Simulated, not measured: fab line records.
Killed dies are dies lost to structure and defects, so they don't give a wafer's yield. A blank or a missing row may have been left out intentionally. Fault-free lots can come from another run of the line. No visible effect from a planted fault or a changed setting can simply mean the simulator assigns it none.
Split-lot experiment    flow n5 finfet    7 lots, 39 wafers read, on a route of 1938 steps

THE SPLIT
At N5_DUMMY_GATE_ETCH_37 (etches SOC in N2/H2, target depth 60 nm, overetch 30 nm), the setting source w was moved away from the recipe's 840 W on 15 of the 39 wafers read, by -4.9% to +19.2%. The other wafers ran this setting at the recipe's value.

The reading is taken at the split's own step.

THE READING
rf vpp V, in V, at N5_DUMMY_GATE_ETCH_37 (etches SOC in N2/H2, target depth 60 nm, overetch 30 nm). A value of 524.0 V with a standard deviation of 2.4 V is what fault-free wafers of this fab line usually give.

wafer   tool, chamber at the split  source w as run, W  against the recipe  rf vpp V, V  against lot-mates on the recipe
L081.1  rie diel-03, 3              840                 recipe              520.1        -
L081.2  rie diel-03, 2              883.3               +5.2%               516.7        -6.0
L081.3  rie diel-03, 0              840                 recipe              526.1        -
L081.4  rie diel-03, 1              883.3               +5.2%               513.3        -9.4
L081.5  rie diel-03, 2              883.3               +5.2%               515.9        -6.8
L081.6  rie diel-03, 3              840                 recipe              521.8        -
L083.1  rie diel-03, 3              987.2               +17.5%              493.4        -30.2
L083.2  rie diel-03, 2              840                 recipe              525.0        -
L083.3  rie diel-03, 1              987.2               +17.5%              494.4        -29.2
L083.4  rie diel-03, 2              840                 recipe              524.7        -
L083.5  rie diel-03, 1              987.2               +17.5%              494.7        -28.9
L083.6  rie diel-03, 3              840                 recipe              521.0        -
L087.1  rie diel-01, 3              840                 recipe              522.6        -
L087.2  rie diel-01, 1              1001                +19.2%              490.2        -32.4
L087.3  rie diel-01, 2              1001                +19.2%              498.1        -24.5
L087.4  rie diel-01, 0              840                 recipe              523.4        -
L087.5  rie diel-01, 1              1001                +19.2%              490.5        -32.1
L087.6  rie diel-01, 0              840                 recipe              521.9        -
L089.1  rie diel-01, 3              840                 recipe              522.4        -
L089.2  rie diel-01, 0              840                 recipe              524.0        -
L089.3  rie diel-01, 2              840                 recipe              528.0        -
L089.4  rie diel-01, 1              840                 recipe              519.7        -
L089.5  rie diel-01, 2              840                 recipe              528.0        -
L089.6  rie diel-01, 1              840                 recipe              520.0        -
L092.1  rie diel-01, 2              798.8               -4.9%               536.1        +13.7
L092.2  rie diel-01, 1              798.8               -4.9%               530.0        +7.6
L092.3  rie diel-01, 3              840                 recipe              522.0        -
L092.4  rie diel-01, 0              840                 recipe              523.6        -
L092.5  rie diel-01, 2              798.8               -4.9%               536.0        +13.6
L092.6  rie diel-01, 3              840                 recipe              521.5        -
L094.2  rie diel-01, 0              840                 recipe              524.0        -
L094.3  rie diel-01, 3              840                 recipe              521.9        -
L094.4  rie diel-01, 2              840                 recipe              527.7        -
L097.1  rie diel-01, 3              963.7               +14.7%              499.0        -24.8
L097.2  rie diel-01, 1              963.7               +14.7%              495.4        -28.4
L097.3  rie diel-01, 2              840                 recipe              527.8        -
L097.4  rie diel-01, 0              840                 recipe              521.8        -
L097.5  rie diel-01, 1              840                 recipe              521.7        -
L097.6  rie diel-01, 2              963.7               +14.7%              503.2        -20.6

THE FIT
A straight line over all 39 wafers: rf vpp V changes by -1.66 V for each +1% of source w; r = -0.98; the points scatter about the line by 2.7 V.
The same after taking each lot's own level away (the mean of its wafers on the recipe; 39 wafers): -1.66 V for each +1%; r = -0.98; scatter 2.8 V.
According to that fit, moving source w by its largest amount changes the reading by 32 V.
Across the lots, their own levels run from 522.37 to 524.53 V, a range of 0.9 times the standard deviation given above.
Hence the lot-to-lot level has little effect on the slope; both slopes agree.
Check: with one of the wafers moved furthest among these (+19.2%) left out of the fit, the line predicts -31.2 V for it against its lot-mates. Against them it came out at -32.4 V.
Tool readings at the split's step, against how far the setting was moved: rf vpp V r = -0.98.

OTHER SPLITS APPLIED TO THESE WAFERS
Before the reading, these wafers also passed through other splits. Each is held against what the fit with the lots' levels taken away leaves over:
other split on the same wafers         wafers away from the commonest value  r with rf vpp V (lot level and that fit taken away)
N5_FIN_CUT_CUT_ETCH_15 target depth a  15                                    +0.09

FILE'S OWN FIT
rf vpp V changes by -1.64 V for each +1% of source w, r = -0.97.
